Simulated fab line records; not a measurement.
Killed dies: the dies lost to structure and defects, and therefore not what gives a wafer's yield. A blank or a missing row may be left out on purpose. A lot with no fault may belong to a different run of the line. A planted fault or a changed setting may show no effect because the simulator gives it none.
Chamber matching + flow n5_finfet + N5_ILD0_ALD_15 on ald_sin-02 has 4 sister chambers
The step deposits SiNx, target thk 24 nm, pulse time 1 s, ald cycles 480. 16 wafers are shown with their chamber, then 8 later ones without.

== WAFERS WITH THEIR CHAMBER ==
| wafer  | chamber | heater_power_w (W) | precursor_pulse_height_rel | susceptor_temp_C (C) |
|--------|---------|--------------------|----------------------------|----------------------|
| L074.4 | 0       | 714                | 0.981                      | 399.67               |
| L074.5 | 2       | 729                | 0.999                      | 400.07               |
| L074.6 | 3       | 773                | 1.013                      | 399.86               |
| L076.2 | 0       | 714                | 0.970                      | 400.10               |
| L076.4 | 2       | 757                | 0.946                      | 399.92               |
| L076.6 | 2       | 778                | 1.016                      | 400.14               |
| L078.3 | 2       | 751                | 1.023                      | 399.86               |
| L078.4 | 3       | 793                | 1.026                      | 399.95               |
| L078.5 | 0       | 707                | 1.021                      | 400.03               |
| L080.1 | 3       | 798                | 1.007                      | 399.69               |
| L080.3 | 0       | 713                | 0.995                      | 399.91               |
| L080.4 | 1       | 959                | 0.990                      | 399.88               |
| L086.4 | 2       | 767                | 0.980                      | 399.49               |
| L086.5 | 1       | 959                | 0.963                      | 399.89               |
| L086.6 | 0       | 707                | 0.981                      | 400.16               |
| L091.1 | 3       | 791                | 0.987                      | 399.78               |

SIGNATURES, as means of the wafers listed above
| reading                    | chamber 0 | chamber 1 | chamber 2 | chamber 3 | scatter within a chamber |
|----------------------------|-----------|-----------|-----------|-----------|--------------------------|
| heater_power_w             | 711.00    | 959.00    | 756.40    | 788.75    | 12.1                     |
| precursor_pulse_height_rel | 0.98960   | 0.97650   | 0.99280   | 1.00825   | 0.0234                   |
| susceptor_temp_C           | 399.9740  | 399.8850  | 399.8960  | 399.8200  | 0.192                    |
Rule: a wafer's distance from a chamber is the root of the sum, over the readings, of the square of ((its reading less the chamber's mean) divided by the reading's scatter). The wafer belongs to the nearest chamber; if the next one is less than 2 further off, it can't be placed. The scatter: take each reading less its chamber's mean, square it, sum over the shown wafers, divide by the number of wafers less the number of chambers, and take the root.

== WAFERS MISSING THEIR CHAMBER ==
| wafer  | heater_power_w (W) | precursor_pulse_height_rel | susceptor_temp_C (C) |
|--------|--------------------|----------------------------|----------------------|
| L091.5 | 946                | 1.011                      | 399.97               |
| L091.6 | 709                | 0.987                      | 399.89               |
| L092.1 | 731                | 0.983                      | 399.95               |
| L092.3 | 957                | 0.994                      | 399.88               |
| L092.6 | 762                | 1.003                      | 400.09               |
| L095.3 | 786                | 0.997                      | 400.03               |
| L095.5 | 705                | 0.979                      | 399.80               |
| L095.6 | 906                | 0.963                      | 400.22               |

== EACH ONE'S CHAMBER ==
| wafer  | from the rows above     | in truth |
|--------|-------------------------|----------|
| L091.5 | 1                       | 1        |
| L091.6 | 0                       | 0        |
| L092.1 | can't be placed: 0 or 2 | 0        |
| L092.3 | 1                       | 1        |
| L092.6 | can't be placed: 2 or 3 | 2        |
| L095.3 | can't be placed: 3 or 2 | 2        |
| L095.5 | 0                       | 0        |
| L095.6 | 1                       | 1        |
Correctly placed: 5 of 8. From these rows, 3 cannot be placed; in 3 the true chamber is one of the candidates. Wrongly placed: 0.
